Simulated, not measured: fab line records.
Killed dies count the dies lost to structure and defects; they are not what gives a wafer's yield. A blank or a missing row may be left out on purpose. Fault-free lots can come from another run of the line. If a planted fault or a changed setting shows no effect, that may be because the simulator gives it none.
fab line records	flow n5_finfet
record lots=7	wafers=20	last_day=14
route steps=1938 shown BEOL_M1@839 BEOL_M2@841 BEOL_M4@1111
lots that met no fault: taken from a fault-free run of the same line
start_h: the number of hours between the record's first day and the start of the first shown wafer of the lot	wait_h: hours from the lot's prior step to this one	" the same as in the row above	L1.1+2: a row that stands for several wafers	- no value present, or no start provided	* or withheld: withheld	< > ~ a bound
route shown NAME@n: NAME is a module with steps in the file, n the number in the route of the first one	usual: mean/standard deviation of fault-free wafers	same: alike in all rows	chamber/n: place in a boat	sites: readings site by site	_std_site: standard deviation of those values	_edge_site: mean of outer sites minus mean of inner sites	radius_mm: for every site, how far away it sits from the centre of the wafer	mask NAME#n: copy n	behind: the last tool/chamber to shape the wafer	hold: what put the lot on hold/how long, in hours/how the hold closed	device: which transistor (n, p or np) failed to switch	end of line: tests run on the same wafers once the route is complete	a step given without rows: its recipe and nothing more	killed: at the first sort, the dies lost to defects and structure; wafer yield is something else	map: shows each die of a wafer: x if killed, . if not, _ if none is there
set.NAME: the setting that was run; set.NAME@STEP: the one run at that earlier step	model.NAME: the simulator's own value behind a step, which no gauge read
lots seen at some steps along the route; tables by step, rows by wafer
services: when a tool's chamber went out of use (start_h, in hours from the record's first day, below 0 if earlier), for how many hours, and the reason
## steps
# step N5_BEOL_M1_RS_MEAS_58
# recipe thk_meas_gauge=four-point-probe	reads=Co_of_BEOL_M1_CO_CAP_55+Cu_of_BEOL_M1_ECD_50+Co_of_BEOL_M1_CVD_47+TaN_of_BEOL_M1_ALD_84
# usual M1_RS=0.675/0.028
lot.wafer	tool	chamber	start_h	wait_h	M1_RS[ohm/sq]
L694.2	film_metro-01	-	138.35	0.1	0.662
L694.3	"	-	"	"	0.722
L694.6	"	-	"	"	0.670
L697.1	film_metro-01	-	147.16	0.0	0.727
L697.2	"	-	"	"	0.694
L697.4	"	-	"	"	0.660
L696.1	film_metro-02	-	152.42	0.0	0.709
L696.3	"	-	"	"	0.726
L696.4	"	-	"	"	0.638
L698.3	film_metro-01	-	157.95	0.1	0.702
L698.4	"	-	"	"	0.664
L703.1	film_metro-01	-	185.65	0.0	0.700
L703.4	"	-	"	"	0.640
L703.5	"	-	"	"	0.678
L702.1	film_metro-02	-	189.22	0.0	0.678
L702.3	"	-	"	"	0.649
L702.4	"	-	"	"	0.652
L705.4	film_metro-01	-	198.36	0.0	0.655
L705.5	"	-	"	"	0.669
L705.6	"	-	"	"	0.665
# step N5_BEOL_M1_INSPECT_59
# recipe inspect_instrument=darkfield	mode=post_dep
# usual raw_defect_count=77/27
lot.wafer	tool	chamber	start_h	wait_h	raw_defect_count
L694.2	defect_inspect-01	-	138.37	0.0	77
L694.3	"	-	"	"	102
L694.6	"	-	"	"	50
L697.1	defect_inspect-02	-	147.19	0.0	68
L697.2	"	-	"	"	72
L697.4	"	-	"	"	58
L696.1	defect_inspect-02	-	152.45	0.0	70
L696.3	"	-	"	"	79
L696.4	"	-	"	"	87
L698.3	defect_inspect-02	-	157.98	0.0	62
L698.4	"	-	"	"	79
L703.1	defect_inspect-02	-	185.67	0.0	61
L703.4	"	-	"	"	75
L703.5	"	-	"	"	82
L702.1	defect_inspect-01	-	189.24	0.0	84
L702.3	"	-	"	"	212
L702.4	"	-	"	"	116
L705.4	defect_inspect-02	-	198.39	0.0	92
L705.5	"	-	"	"	191
L705.6	"	-	"	"	125
# step N5_BEOL_M2_ILD_DEP_00
# recipe material=SiOC	target_thk_a=790	temp_c=350	precursor=DEMS/O2	pressure_torr=5	rf_w=500	time_s=15.3
# usual chamber_pressure_Torr=4.999/0.011	heater_power_w=513/63	showerhead_plenum_p_Torr=5.696/0.015	showerhead_vpp_V=1370/40	throttle_valve_pct=11.9/0.41
lot.wafer	tool	chamber	start_h	wait_h	chamber_pressure_Torr	heater_power_w	showerhead_plenum_p_Torr	showerhead_vpp_V	throttle_valve_pct
L694.2	pecvd-03	2	138.41	0.0	5.010	514	5.691	1352	11.7
L694.3	"	0	"	"	5.008	600	5.690	1287	12.3
L694.6	"	0	"	"	4.971	618	5.697	1291	12.2
L697.1	pecvd-03	0	147.23	0.0	4.994	517	5.699	1325	12.2
L697.2	"	2	"	"	5.001	503	5.678	1349	11.4
L697.4	"	0	"	"	4.997	521	5.699	1333	12.1
L696.1	pecvd-04	1	152.49	0.0	5.010	413	5.673	1418	12.5
L696.3	"	2	"	"	5.016	518	5.718	1416	11.0
L696.4	"	1	"	"	5.006	408	5.688	1417	12.5
L698.3	pecvd-03	1	158.02	0.0	5.021	509	5.719	1392	12.0
L698.4	"	1	"	"	5.005	511	5.722	1421	11.8
L703.1	pecvd-04	1	185.71	0.0	5.023	481	5.671	1395	12.3
L703.4	"	1	"	"	5.004	469	5.687	1403	12.2
L703.5	"	2	"	"	5.015	597	5.710	1413	11.3
L702.1	pecvd-04	1	189.28	0.0	5.002	440	5.686	1431	12.2
L702.3	"	2	"	"	4.998	538	5.731	1420	11.3
L702.4	"	1	"	"	5.010	456	5.685	1418	12.2
L705.4	pecvd-03	2	198.44	0.1	5.016	568	5.677	1338	11.7
L705.5	"	0	"	"	5.009	555	5.689	1325	12.3
L705.6	"	1	"	"	5.011	524	5.711	1414	12.1
# step N5_BEOL_M2_THK_MEAS_01
# recipe reads=SiOC_of_BEOL_M2_ILD_DEP_00
# usual M2_ILD_THK=78.5/1.1
lot.wafer	tool	chamber	start_h	wait_h	M2_ILD_THK[nm]
L694.2	film_metro-02	-	138.48	0.1	77.1
L694.3	"	-	"	"	76.4
L694.6	"	-	"	"	78.6
L697.1	film_metro-02	-	147.29	0.0	76.1
L697.2	"	-	"	"	76.8
L697.4	"	-	"	"	78.2
L696.1	film_metro-01	-	152.55	0.0	78.9
L696.3	"	-	"	"	77.8
L696.4	"	-	"	"	79.8
L698.3	film_metro-01	-	158.08	0.1	78.3
L698.4	"	-	"	"	79.6
L703.1	film_metro-01	-	185.78	0.0	78.3
L703.4	"	-	"	"	79.7
L703.5	"	-	"	"	79.5
L702.1	film_metro-02	-	189.35	0.0	78.8
L702.3	"	-	"	"	78.8
L702.4	"	-	"	"	80.1
L705.4	film_metro-02	-	198.49	0.0	78.3
L705.5	"	-	"	"	77.4
L705.6	"	-	"	"	78.4
# step N5_BEOL_M2_PECVD_72
# recipe material=SiO2	target_thk_a=160	temp_c=400	precursor=TEOS/O2	pressure_torr=5.5	rf_w=450	teos_flow_sccm=53.8	gas=O2	flow_sccm=3000	time_s=18
# usual chamber_pressure_Torr=5.500/0.011	heater_power_w=748/98	showerhead_plenum_p_Torr=8.79/0.054	showerhead_vpp_V=1299/35	throttle_valve_pct=22.2/0.81
lot.wafer	tool	chamber	start_h	wait_h	chamber_pressure_Torr	heater_power_w	showerhead_plenum_p_Torr	showerhead_vpp_V	throttle_valve_pct
L694.2	pecvd-02	2	138.51	0.0	5.506	677	8.81	1311	21.1
L694.3	"	0	"	"	5.497	702	8.82	1275	22.8
L694.6	"	0	"	"	5.498	705	8.77	1307	22.9
L697.1	pecvd-02	2	147.33	0.0	5.506	729	8.79	1296	20.8
L697.2	"	0	"	"	5.507	864	8.80	1281	23.0
L697.4	"	0	"	"	5.505	861	8.81	1291	23.1
L696.1	pecvd-04	1	152.59	0.0	5.518	662	8.70	1345	23.3
L696.3	"	0	"	"	5.498	818	8.80	1272	23.0
L696.4	"	0	"	"	5.501	794	8.81	1278	22.6
L698.3	pecvd-02	1	158.12	0.0	5.498	552	8.71	1266	21.4
L698.4	"	0	"	"	5.503	727	8.81	1286	22.3
L703.1	pecvd-03	0	185.82	0.0	5.498	858	8.78	1275	22.5
L703.4	"	2	"	"	5.509	822	8.70	1264	22.1
L703.5	"	1	"	"	5.497	740	8.87	1351	22.2
L702.1	pecvd-02	1	189.38	0.0	5.499	610	8.77	1287	21.7
L702.3	"	0	"	"	5.488	753	8.81	1279	23.1
L702.4	"	0	"	"	5.484	757	8.82	1275	22.9
L705.4	pecvd-02	2	198.54	0.1	5.507	633	8.82	1290	21.4
L705.5	"	0	"	"	5.482	840	8.83	1280	23.0
L705.6	"	1	"	"	5.493	627	8.73	1265	21.6
# step N5_BEOL_M2_HM_DEP_02
# recipe material=TiN	target_thk_a=200	temp_c=25	chamber_pressure_pa=0.49996
# usual throttle_valve_pct=29.7/0.98
lot.wafer	tool	chamber	start_h	wait_h	throttle_valve_pct
L694.2	pvd_sputter-01	-	139.52	1.0	29.1
L694.3	"	-	"	"	30.1
L694.6	"	-	"	"	29.8
L697.1	pvd_sputter-01	-	147.40	0.1	29.0
L697.2	"	-	"	"	30.3
L697.4	"	-	"	"	28.8
L696.1	pvd_sputter-01	-	154.16	1.5	29.0
L696.3	"	-	"	"	30.0
L696.4	"	-	"	"	29.9
L698.3	pvd_sputter-02	-	159.64	1.5	29.8
L698.4	"	-	"	"	30.7
L703.1	pvd_sputter-03	-	188.22	2.4	28.9
L703.4	"	-	"	"	31.6
L703.5	"	-	"	"	31.3
L702.1	pvd_sputter-02	-	190.63	1.2	30.7
L702.3	"	-	"	"	29.9
L702.4	"	-	"	"	27.7
L705.4	pvd_sputter-02	-	199.43	0.9	30.3
L705.5	"	-	"	"	27.5
L705.6	"	-	"	"	30.2
# step N5_BEOL_M2_COAT_61
# recipe resist=SOC	temp_c=250	time_s=60	spin_rpm=1500	resist_thk_nm=60
# step N5_BEOL_M2_COAT_62
# recipe resist=SiARC	temp_c=220	time_s=60	spin_rpm=1500	resist_thk_nm=12
# step N5_BEOL_M2_COAT_73
# recipe resist=underlayer	temp_c=205	time_s=60	spin_rpm=1500	resist_thk_nm=5
# step N5_BEOL_M2_COAT_05
# recipe resist=CAR-EUV	spin_rpm=1500	resist_thk_nm=30
# step N5_BEOL_M2_EBR_07
# recipe solvent=PGMEA	ebr_width_mm=1.5
# step N5_BEOL_M2_SOFTBAKE_06
# recipe temp_c=110	time_s=60	resist=CAR-EUV
# step N5_BEOL_M2_EXPOSE_08
# recipe mask_id=M2	na=0.33	source_shape=dipole	sigma_inner=0.369	sigma_outer=0.767	polarization=unpolarized	dose_mj=41.25
# usual reticle_temp_C=23.02/0.092
lot.wafer	tool	chamber	start_h	wait_h	mask	reticle_temp_C	model.BEOL_M2.overlay_x_nm
L694.2	euv_scanner-01	0	139.79	-	M2#0	23.01	0
L694.3	"	0	"	"	M2#0	23.00	0
L694.6	"	0	"	"	M2#0	23.05	0
L697.1	euv_scanner-01	0	147.67	-	M2#0	22.97	4.8
L697.2	"	0	"	"	M2#0	23.08	4.8
L697.4	"	0	"	"	M2#0	22.92	4.8
L696.1	euv_scanner-01	0	154.42	-	M2#0	22.87	5.2
L696.3	"	0	"	"	M2#0	23.01	5.2
L696.4	"	0	"	"	M2#0	23.05	5.2
L698.3	euv_scanner-01	0	159.92	-	M2#0	23.09	4
L698.4	"	0	"	"	M2#0	23.17	4
L703.1	euv_scanner-02	0	188.48	-	M2#0	23.05	0
L703.4	"	0	"	"	M2#0	23.10	0
L703.5	"	0	"	"	M2#0	23.01	0
L702.1	euv_scanner-02	0	190.89	-	M2#0	23.09	0.6
L702.3	"	0	"	"	M2#0	23.00	0.6
L702.4	"	0	"	"	M2#0	23.19	0.6
L705.4	euv_scanner-02	0	199.71	-	M2#0	22.93	-0.6
L705.5	"	0	"	"	M2#0	22.93	-0.6
L705.6	"	0	"	"	M2#0	23.01	-0.6
# step N5_BEOL_M2_PEB_09
# recipe peb_temp_c=100	peb_time_s=60	resist=CAR-EUV
# step N5_BEOL_M2_DEVELOP_10
# recipe develop_time_s=30	developer=TMAH	resist=CAR-EUV	rinse_liquid=surfactant_rinse	dry=air_spin	dev_temp_c=23
# step N5_BEOL_M2_CD_MEAS_11
# recipe target_cd_nm=16.79	landing_energy_ev=500	detector=se_inlens	polarity=opening
# usual cd_nm=16.79/0.23
lot.wafer	tool	chamber	start_h	wait_h	cd_nm
L694.2	cd_sem-03	0	139.92	-	16.96
L694.3	"	0	"	"	17.14
L694.6	"	0	"	"	17.18
L697.1	cd_sem-02	0	147.80	-	17.01
L697.2	"	0	"	"	17.29
L697.4	"	0	"	"	17.29
L696.1	cd_sem-03	0	154.55	-	17.06
L696.3	"	0	"	"	17.05
L696.4	"	0	"	"	16.84
L698.3	cd_sem-02	0	160.04	-	16.69
L698.4	"	0	"	"	16.76
L703.1	cd_sem-02	0	188.62	-	17.03
L703.4	"	0	"	"	17.17
L703.5	"	0	"	"	16.69
L702.1	cd_sem-03	0	191.02	-	16.95
L702.3	"	0	"	"	16.78
L702.4	"	0	"	"	16.88
L705.4	cd_sem-01	0	199.83	-	16.66
L705.5	"	0	"	"	16.68
L705.6	"	0	"	"	16.77
# step N5_BEOL_M2_OVL_MEAS_12
# recipe points_per_wafer=522
# usual M2_OVL=0.7/0.68
lot.wafer	tool	chamber	start_h	wait_h	M2_OVL[nm]
L694.2	overlay-01	0	139.95	0.0	1.2
L694.3	"	0	"	"	1.0
L694.6	"	0	"	"	0.9
L697.1	overlay-02	0	147.83	0.0	4.3
L697.2	"	0	"	"	5.7
L697.4	"	0	"	"	6.1
L696.1	overlay-01	0	154.58	0.0	5.9
L696.3	"	0	"	"	5.5
L696.4	"	0	"	"	5.4
L698.3	overlay-01	0	160.08	0.0	4.9
L698.4	"	0	"	"	4.6
L703.1	overlay-01	0	188.65	0.0	1.3
L703.4	"	0	"	"	1.2
L703.5	"	0	"	"	1.9
L702.1	overlay-01	0	191.05	0.0	1.1
L702.3	"	0	"	"	1.0
L702.4	"	0	"	"	0.9
L705.4	overlay-02	0	199.87	0.0	-0.5
L705.5	"	0	"	"	0.0
L705.6	"	0	"	"	0.1
# step N5_BEOL_M2_INSPECT_13
# recipe mode=adi	inspect_instrument=brightfield
# usual raw_defect_count=406/83
lot.wafer	tool	chamber	start_h	wait_h	raw_defect_count
L694.2	defect_inspect-02	-	140.01	0.0	357
L694.3	"	-	"	"	364
L694.6	"	-	"	"	321
L697.1	defect_inspect-02	-	147.89	0.1	532
L697.2	"	-	"	"	317
L697.4	"	-	"	"	369
L696.1	defect_inspect-01	-	154.64	0.1	435
L696.3	"	-	"	"	430
L696.4	"	-	"	"	438
L698.3	defect_inspect-01	-	160.12	0.0	396
L698.4	"	-	"	"	345
L703.1	defect_inspect-02	-	188.70	0.1	563
L703.4	"	-	"	"	367
L703.5	"	-	"	"	426
L702.1	defect_inspect-01	-	191.11	0.1	365
L702.3	"	-	"	"	622
L702.4	"	-	"	"	499
L705.4	defect_inspect-02	-	199.91	0.0	564
L705.5	"	-	"	"	478
L705.6	"	-	"	"	553
# step N5_BEOL_M4_RC_MEAS_101
# usual DIBL_N=36.4/1.3	DIBL_P=36.5/1.7	IOFF_N=0.154/0.022	IOFF_P=0.202/0.025	ION_N=671/9.8	ION_P=460/6.8	SS_N=71.6/0.54	SS_P=73.4/0.58	VT_N=250.9/2.8	VT_P=-251.4/2.7
lot.wafer	tool	chamber	start_h	wait_h	DIBL_N[mV/V]	DIBL_P[mV/V]	IOFF_N[nA/um]	IOFF_P[nA/um]	ION_N[uA/um]	ION_P[uA/um]	SS_N[mV/dec]	SS_P[mV/dec]	VT_N[mV]	VT_P[mV]
L694.2	prober-02	0	172.60	0.2	36.5	35.3	0.150	0.178	675	458	71.1	73.0	250.9	-253.4
L694.3	"	0	"	"	36.8	35.4	0.157	0.186	673	457	71.5	73.1	250.9	-253.5
L694.6	"	0	"	"	35.9	35.0	0.145	0.176	675	455	72.2	73.3	251.1	-253.7
L697.1	prober-02	0	177.79	0.0	37.4	36.4	0.146	0.175	659	448	71.6	73.0	250.6	-255.2
L697.2	"	0	"	"	38.3	38.3	0.163	0.193	662	447	71.6	73.2	253.5	-253.6
L697.4	"	0	"	"	37.6	37.2	0.156	0.190	678	459	70.8	73.3	251.2	-256.1
L696.1	prober-02	0	182.05	0.0	35.6	34.8	0.114	0.141	656	448	71.0	72.6	256.6	-257.9
L696.3	"	0	"	"	36.8	36.3	0.133	0.159	660	445	71.6	73.6	257.2	-259.5
L696.4	"	0	"	"	35.9	34.8	0.112	0.137	650	440	72.0	73.6	257.9	-257.8
L698.3	prober-02	0	194.61	0.3	38.1	39.0	0.183	0.240	677	465	72.5	73.4	246.3	-250.3
L698.4	"	0	"	"	36.0	36.3	0.145	0.201	694	469	71.6	72.9	250.9	-250.8
L703.1	prober-01	0	220.71	0.0	35.5	34.0	0.128	0.193	665	465	71.0	72.4	253.5	-250.1
L703.4	"	0	"	"	36.4	35.6	0.153	0.212	674	466	71.6	73.0	248.7	-251.0
L703.5	"	0	"	"	35.0	33.7	0.125	0.180	675	466	70.8	72.0	253.2	-252.8
L702.1	prober-01	0	224.24	0.0	37.1	38.2	0.170	0.210	677	459	72.1	73.5	248.3	-252.3
L702.3	"	0	"	"	37.0	38.3	0.168	0.211	666	455	72.5	73.1	251.1	-252.3
L702.4	"	0	"	"	35.2	36.1	0.137	0.183	666	459	71.1	72.8	250.0	-251.6
L705.4	prober-01	0	230.69	0.5	36.0	38.9	0.155	0.192	670	460	71.8	73.2	251.3	-252.9
L705.5	"	0	"	"	34.5	37.5	0.130	0.163	668	451	71.6	72.3	254.5	-258.2
L705.6	"	0	"	"	36.3	39.3	0.157	0.190	675	461	71.5	73.4	250.8	-253.5
## services
tool	chamber	start_h	hours	kind
pecvd-03	2	114.47	5.6	repair
pecvd-03	1	117.22	11.6	repair
euv_scanner-01	-	118.01	4.6	pm
pvd_sputter-03	-	119.61	1.0	repair
euv_scanner-02	-	122.61	1.0	pm
euv_scanner-02	-	124.82	0.3	repair
euv_scanner-01	-	138.52	1.0	pm
pecvd-03	0	140.52	5.5	scheduled_down
pecvd-02	1	145.49	5.5	scheduled_down
euv_scanner-02	-	149.61	0.3	repair
euv_scanner-02	-	176.68	1.0	pm
euv_scanner-01	0	177.57	-	calibration
pecvd-03	2	178.04	2.1	scheduled_down
euv_scanner-01	-	194.67	1.0	pm
pecvd-02	1	199.43	5.5	scheduled_down
## key
first_sign step=N5_BEOL_M2_OVL_MEAS_12	reading=M2_OVL	direction=up	sigmas=6.8	usual=0.7	struck=5.3
effect none on later readings
model_effect step=N5_BEOL_M2_EXPOSE_08	value=BEOL_M2.overlay_x_nm	without=-0.05	struck=4.75
met_at N5_BEOL_M2_EXPOSE_08
struck_wafers L696.1,L696.3,L696.4,L697.1,L697.2,L697.4,L698.3,L698.4
rows_end L696.1,L696.3,L696.4,L697.1,L697.2,L697.4
onset_between 139.79 147.67
fault kind=scanner_matching_overlay	tool=euv_scanner-01	chamber=-	onset_h=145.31	steps=N5_BEOL_M2_EXPOSE_08	offset=4.8496
# rows_end: these wafers met a further fault down the route, and their rows from its step on are left out
